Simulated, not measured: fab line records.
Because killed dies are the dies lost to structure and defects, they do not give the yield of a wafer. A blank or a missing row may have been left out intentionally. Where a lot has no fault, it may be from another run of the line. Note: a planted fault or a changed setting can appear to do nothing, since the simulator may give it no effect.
One fault through the eyes of 3 desks | flow n5Finfet | only its own numbers are on each desk; what lay behind them is given at the end

AT THE METROLOGY DESK
What the gauges read for every lot (on any tool): the sampled wafers with a number, averaged. A lot is out of limits, marked OUT, if its mean lies more than 4 standard deviations from the usual mean; the brackets give that distance.
Columns: A = cdNm at N5_MIM_BOT_LITHO_CD_MEAS_08, usual 3000.3 nm; B = MIM_BOT_OVL at N5_MIM_BOT_LITHO_OVL_MEAS_11, usual 2 nm
lot  | first seen here | A      | B
L534 | day 12 01:55    | 3000.8 | 0
L539 | day 14 20:22    | 2998.7 | 4
L544 | day 15 09:37    | 3000.2 | 3
L547 | day 15 12:45    | 3001.6 | 0
L546 | day 16 00:54    | 3004.0 | 1
L553 | day 17 12:56    | 3002.1 | 4
L556 | day 17 13:13    | 3000.5 | 4
This desk's verdict: no lot among the 7 shows anything out of limits.

TOOL OWNER'S DESK, rieMetal-02
The tool's own readings at N5_MIM_BOT_ETCH_ETCH_03 (etches the open film in Cl2/BCl3, target depth 12 nm): means of the sampled wafers that have a number, for each lot that ran on this tool. A lot is out of limits, marked OUT, if its mean lies more than 4 standard deviations from the usual mean; the brackets give that distance.
Columns: A = drypumpMotorCurrentA at N5_MIM_BOT_ETCH_ETCH_03, usual 6.1 A; B = oesProductAu at N5_MIM_BOT_ETCH_ETCH_03, usual 0.74 a.u.; C = rfFwdPowerW at N5_MIM_BOT_ETCH_ETCH_03, usual 794.7 W; D = throttleValvePct at N5_MIM_BOT_ETCH_ETCH_03, usual 27.41 %
lot  | first seen here | A   | B    | C               | D
L534 | day 12 02:11    | 6.4 | 0.70 | 795.2           | 27.38
L544 | day 15 10:04    | 6.5 | 0.63 | 668.1 (-49) OUT | 27.38
L547 | day 15 12:59    | 6.4 | 0.63 | 666.5 (-49) OUT | 27.39
L546 | day 16 01:13    | 6.4 | 0.63 | 667.8 (-49) OUT | 27.38
This desk finds L544, L546, L547 out of limits, L544 being first, at day 15 10:04 (rfFwdPowerW at N5_MIM_BOT_ETCH_ETCH_03). L534 stayed within limits.

THE DEFECT DESK
Inspection counts along the route, by lot: the mean over sampled wafers that carry a number. A lot is out of limits, marked OUT, if its mean lies more than 4 standard deviations from the usual mean; the brackets give that distance.
Columns: A = rawDefectCount at N5_MIM_BOT_LITHO_INSPECT_12, usual 2.2
lot  | first seen here | A
L534 | day 12 01:58    | 1.7
L539 | day 14 20:25    | 2.7
L544 | day 15 09:41    | 0.3
L547 | day 15 12:49    | 0.7
L546 | day 16 00:59    | 1.0
L553 | day 17 12:59    | 3.0
L556 | day 17 13:16    | 4.3
This desk's verdict: no lot among the 7 shows anything out of limits.

PUT TOGETHER
The tool owner's desk had the chance to raise an alarm at day 15 10:04 on L544, L546, L547.
Nothing out of limits was seen by the metrology desk.
Nothing out of limits was seen by the defect desk.
The metrology desk holds a record of L544, L546, L547, inside its limits.
The defect desk has L544, L546, L547 on record, within its limits.
All the named lots went through N5_MIM_BOT_ETCH_ETCH_03 on rieMetal-02.

WHAT THE SIMULATOR PUT IN
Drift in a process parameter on rieMetal-02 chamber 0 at N5_MIM_BOT_ETCH_ETCH_03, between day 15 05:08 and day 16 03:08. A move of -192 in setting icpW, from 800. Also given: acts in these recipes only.
Lots struck among those shown: L544, L546, L547.
How many hours passed from the start of the fault until each desk's first out-of-limits reading: the tool owner's desk, 5.
